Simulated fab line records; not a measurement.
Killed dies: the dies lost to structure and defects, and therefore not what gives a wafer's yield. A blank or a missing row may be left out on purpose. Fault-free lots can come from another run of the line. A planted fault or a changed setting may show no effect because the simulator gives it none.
Matching of chambers / flow n5_finfet / 3 sister chambers for N5_BEOL_M9_DEP_56 on pecvd-02
The step deposits SiCN from 3MS/NH3, target thk 15 nm, time 26.5 s. 14 wafers are shown with their chamber, then 7 later ones without.

WAFERS PAIRED WITH THEIR CHAMBERS
wafer=L074.1; chamber=0; throttle_valve_pct (%)=9.0; showerhead_plenum_p_Torr (Torr)=3.670
wafer=L074.4; chamber=1; throttle_valve_pct (%)=8.9; showerhead_plenum_p_Torr (Torr)=3.665
wafer=L074.6; chamber=2; throttle_valve_pct (%)=8.3; showerhead_plenum_p_Torr (Torr)=3.659
wafer=L077.1; chamber=2; throttle_valve_pct (%)=8.3; showerhead_plenum_p_Torr (Torr)=3.666
wafer=L077.2; chamber=1; throttle_valve_pct (%)=8.9; showerhead_plenum_p_Torr (Torr)=3.661
wafer=L077.4; chamber=0; throttle_valve_pct (%)=9.4; showerhead_plenum_p_Torr (Torr)=3.662
wafer=L082.3; chamber=0; throttle_valve_pct (%)=9.1; showerhead_plenum_p_Torr (Torr)=3.671
wafer=L082.4; chamber=2; throttle_valve_pct (%)=8.4; showerhead_plenum_p_Torr (Torr)=3.654
wafer=L082.6; chamber=1; throttle_valve_pct (%)=9.1; showerhead_plenum_p_Torr (Torr)=3.661
wafer=L086.1; chamber=2; throttle_valve_pct (%)=8.5; showerhead_plenum_p_Torr (Torr)=3.664
wafer=L086.2; chamber=0; throttle_valve_pct (%)=9.2; showerhead_plenum_p_Torr (Torr)=3.665
wafer=L086.3; chamber=1; throttle_valve_pct (%)=9.1; showerhead_plenum_p_Torr (Torr)=3.668
wafer=L087.1; chamber=0; throttle_valve_pct (%)=9.1; showerhead_plenum_p_Torr (Torr)=3.667
wafer=L087.2; chamber=1; throttle_valve_pct (%)=8.7; showerhead_plenum_p_Torr (Torr)=3.664

SIGNATURES (means of the wafers above)
reading=throttle_valve_pct; chamber 0=9.160; chamber 1=8.940; chamber 2=8.375; scatter within a chamber=0.145
reading=showerhead_plenum_p_Torr; chamber 0=3.66700; chamber 1=3.66380; chamber 2=3.66075; scatter within a chamber=0.00399
Rule: a wafer's distance from a chamber is the root of the sum, over the readings, of the square of ((its reading less the chamber's mean) divided by the reading's scatter). The wafer belongs to the nearest chamber; if the next one is less than 2 further off, it can't be placed. The scatter is the square root of a quotient: the sum, over the shown wafers, of each reading's squared deviation from its chamber's mean, divided by wafers minus chambers.

WAFERS WITHOUT THEIR CHAMBER
wafer=L087.5; throttle_valve_pct (%)=8.5; showerhead_plenum_p_Torr (Torr)=3.658
wafer=L088.1; throttle_valve_pct (%)=9.1; showerhead_plenum_p_Torr (Torr)=3.658
wafer=L088.4; throttle_valve_pct (%)=8.5; showerhead_plenum_p_Torr (Torr)=3.658
wafer=L088.5; throttle_valve_pct (%)=9.5; showerhead_plenum_p_Torr (Torr)=3.652
wafer=L096.1; throttle_valve_pct (%)=9.2; showerhead_plenum_p_Torr (Torr)=3.658
wafer=L096.3; throttle_valve_pct (%)=9.3; showerhead_plenum_p_Torr (Torr)=3.655
wafer=L096.4; throttle_valve_pct (%)=9.2; showerhead_plenum_p_Torr (Torr)=3.660

WHICH CHAMBER EACH ONE RAN IN
wafer=L087.5; from the rows above=2; in truth=2
wafer=L088.1; from the rows above=can't be placed: 1 or 0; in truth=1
wafer=L088.4; from the rows above=2; in truth=2
wafer=L088.5; from the rows above=can't be placed: 0 or 1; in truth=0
wafer=L096.1; from the rows above=can't be placed: 0 or 1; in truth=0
wafer=L096.3; from the rows above=can't be placed: 0 or 1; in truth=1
wafer=L096.4; from the rows above=can't be placed: 0 or 1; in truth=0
Correct placement for 2 of the 7. From these rows, 5 cannot be placed; in 5 the true chamber is one of the candidates. Placed wrongly: 0.
